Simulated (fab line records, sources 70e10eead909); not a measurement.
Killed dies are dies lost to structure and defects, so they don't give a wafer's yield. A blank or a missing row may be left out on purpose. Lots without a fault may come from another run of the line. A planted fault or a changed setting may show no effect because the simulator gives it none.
A struck lot beside a sound one | flow nand_harc | 14 steps out of a route of 1159
Sound: wafers L851.1, L851.5, L851.6. Struck: wafer L858.6. (L858.3, L858.5 of the same lot were not struck and are left out.) The cause comes at the end.
At each step with rows: each side's tool, then ch and its chambers, then its first start. Under that, the readings that differ: sound wafers | struck wafers | difference of the means | sigmas: that difference in standard deviations of wafers without a fault.
alike: readings whose means differ by less than 2 such deviations, and words and numbers that are the same on both sides. not compared: withheld readings, readings that some wafer has no value for, bounds like >300 that may hide the same value, and numbers for which the record gives no deviation and whose values overlap.
The two part at a step that has a row with sigmas, a row that says differs or no value, or rows on one side only. Numbers that don't overlap but have no deviation are shown without sigmas and don't part them. A reading that every wafer of one side lacks parts them only if that side has two wafers or more.

first, 7 steps without rows for these wafers: NHARC_A_BONDPAD_COAT_33 (time 65 s); NHARC_A_BONDPAD_COAT_03 (resist thk 600 nm); NHARC_A_BONDPAD_SOFTBAKE_04 (time 70 s); NHARC_A_BONDPAD_EBR_05; NHARC_A_BONDPAD_EXPOSE_06 (exposes mask A BPAD); NHARC_A_BONDPAD_PEB_07 (peb time 80 s); NHARC_A_BONDPAD_DEVELOP_08 (time 50 s).
NHARC_A_BONDPAD_CD_MEAS_09: target cd 500 nm.
  sound on cd_sem-03 ch 0, day 19 17:31; struck on cd_sem-02 ch 0, day 21 00:41
  alike: cd_nm
NHARC_A_BONDPAD_OVL_MEAS_35:
  sound on overlay-02, day 19 17:37; struck on overlay-02, day 21 00:46
  alike: overlay_x_nm, overlay_y_nm
then, 1 step without rows for these wafers: NHARC_A_BONDPAD_HARDBAKE_10 (time 65 s).
NHARC_A_BONDPAD_DESCUM_11: chemistry O2, time 3 s.
  sound on rie_diel-13 ch 0,2,3, day 19 17:45; struck on rie_diel-13 ch 0, day 21 00:55
  alike: drypump_motor_current_A, oes_product_au, rf_vpp_V, showerhead_plenum_p_Torr, throttle_valve_pct
  not compared: rf_hours_counter_h
NHARC_A_BONDPAD_ETCH_34: etches the open film in N2/H2, target depth 60 nm, overetch 18 nm, time 65.91 s.
  sound on rie_diel-13 ch 1,2,3, day 19 17:50; struck on rie_diel-13 ch 1, day 21 00:59
  alike: drypump_motor_current_A, h2_flow_sccm, oes_product_au, rf_fwd_power_W, rf_vpp_V, run_length_s, showerhead_plenum_p_Torr, throttle_valve_pct
  not compared: rf_hours_counter_h
NHARC_A_BONDPAD_ETCH_12: etches the open film in CHF3/O2, target depth 220 nm, time 110 s.
  sound on rie_diel-13 ch 0,1, day 19 17:55; struck on rie_diel-13 ch 0, day 21 01:06
  reading          | sound             | struck | difference | sigmas
  run_length_s (s) | 131.6 131.1 131.9 | 122.8  | -8.7       | -21
  alike: drypump_motor_current_A, oes_product_au, rf_vpp_V, showerhead_plenum_p_Torr, throttle_valve_pct
  not compared: rf_fwd_power_W, rf_hours_counter_h
NHARC_A_BONDPAD_CD_MEAS_13:
  sound on cd_sem-01, day 19 18:03; struck on cd_sem-01, day 21 01:14
  alike: cd_nm

WHERE THEY PART
Only at NHARC_A_BONDPAD_ETCH_12, within this record. Later steps at which nothing parts them and some readings are alike: NHARC_A_BONDPAD_CD_MEAS_13.

WHY: what the simulator had put in
Process parameter drift: rie_diel-13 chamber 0, from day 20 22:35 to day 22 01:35, at NHARC_A_BONDPAD_ETCH_12. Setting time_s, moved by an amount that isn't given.
